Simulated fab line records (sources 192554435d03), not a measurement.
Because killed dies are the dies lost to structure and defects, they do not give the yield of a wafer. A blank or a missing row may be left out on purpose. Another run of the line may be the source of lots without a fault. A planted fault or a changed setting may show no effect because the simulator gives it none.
Matching of chambers -- flow n5 finfet -- 4 sister chambers for N5_BEOL_M1_VIA_ETCH_34 on rie diel-05
The step etches the open film in C4F6/O2, target depth 67.8 nm, time 64.4 s. 14 wafers are shown with their chamber, then 7 later ones without.

== WAFERS, EACH WITH ITS CHAMBER ==
wafer,chamber,showerhead plenum p Torr (Torr),drypump motor current A (A),rf vpp V (V)
L074.1,2,2.84,5.4,670
L074.3,0,2.80,5.6,667
L074.5,2,2.84,5.4,669
L075.3,2,2.84,5.4,670
L075.5,2,2.84,5.4,669
L075.6,1,2.96,5.8,658
L077.1,0,2.80,5.6,667
L077.4,1,2.96,5.9,660
L077.6,0,2.80,5.6,667
L078.1,1,2.95,5.8,660
L078.2,2,2.84,5.4,670
L078.3,3,2.69,5.7,655
L081.2,0,2.79,5.6,668
L081.4,2,2.83,5.4,670

SIGNATURES (averages over the wafers above)
reading,chamber 0,chamber 1,chamber 2,chamber 3,scatter within a chamber
showerhead plenum p Torr,2.7975,2.9567,2.8383,2.6900,0.00474
drypump motor current A,5.600,5.833,5.400,5.700,0.0258
rf vpp V,667.25,659.33,669.67,655.00,0.689
Rule: distance of a wafer from a chamber = root of the sum over the readings of ((wafer's reading minus chamber's mean) / reading's scatter) squared. The wafer belongs to the nearest chamber; if the next one is less than 2 further off, it can't be placed. The scatter is the square root of a quotient: the sum, over the shown wafers, of each reading's squared deviation from its chamber's mean, divided by wafers minus chambers.

== WAFERS WITH NO CHAMBER GIVEN ==
wafer,showerhead plenum p Torr (Torr),drypump motor current A (A),rf vpp V (V)
L081.5,2.95,5.8,659
L091.1,2.94,5.8,659
L091.2,2.82,5.4,669
L091.5,2.78,5.7,667
L093.1,2.94,5.8,660
L093.2,2.82,5.4,668
L093.5,2.82,5.4,668

== WHICH CHAMBER EACH WENT THROUGH ==
wafer,from the rows above,in truth
L081.5,1,1
L091.1,1,1
L091.2,2,2
L091.5,0,0
L093.1,1,1
L093.2,2,2
L093.5,2,2
7 of 7 placed correctly. Number that these rows cannot place: 0. Number placed wrongly: 0.
